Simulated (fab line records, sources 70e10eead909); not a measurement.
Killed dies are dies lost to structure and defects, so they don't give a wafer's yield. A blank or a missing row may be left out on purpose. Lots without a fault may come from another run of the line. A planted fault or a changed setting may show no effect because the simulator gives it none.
Which tool did it? | flow nand_harc | 12 lots, 36 wafers sampled, at 1 step of a route of 1159

WHAT THE GAUGES READ, wafer by wafer
NHARC_A_ZERO_WELL_INSPECT_17.
lot  | measured     | on                | raw_defect_count
L075 | day 7 01:54  | defect_inspect-02 | 16 6 14
L077 | day 7 09:42  | defect_inspect-02 | 10 21 3
L079 | day 7 23:47  | defect_inspect-02 | 11 7 15
L080 | day 8 11:35  | defect_inspect-02 | 23 1 10
L082 | day 8 22:35  | defect_inspect-01 | 14 19 15
L086 | day 9 20:50  | defect_inspect-02 | 12 20 6
L085 | day 9 21:23  | defect_inspect-02 | 5 4 6
L090 | day 10 14:14 | defect_inspect-02 | 15 6 10
L091 | day 10 21:46 | defect_inspect-01 | 7 9 3
L093 | day 11 09:24 | defect_inspect-01 | 7 9 11
L095 | day 11 16:04 | defect_inspect-02 | 9 6 3
L097 | day 12 07:38 | defect_inspect-02 | 24 7 13

WHICH TOOL RAN EACH LOT (tool, then ch and the chambers of the sampled wafers, then the start)
The record holds no process step before these readings.

THE ANSWER, worked out from the rows above alone
Rule: what is usual is taken from the lots themselves. Put in order of their means at a reading, lots are off if they are a third of the lots or fewer, leave a main group of 4 or more, and stand apart from it by a gap of 3 or more times the standard deviation of the main group's means; of several such gaps the widest counts. A main group whose means are all the same, to the digits that the tables above print for the reading, isn't used. A lot without any number at a reading at which 4 lots or more have one is off too. The other lots that the step has rows for count as sound.
No lot is off at any reading shown: from this, nothing can be told.

WHAT THE SIMULATOR HAD PUT IN
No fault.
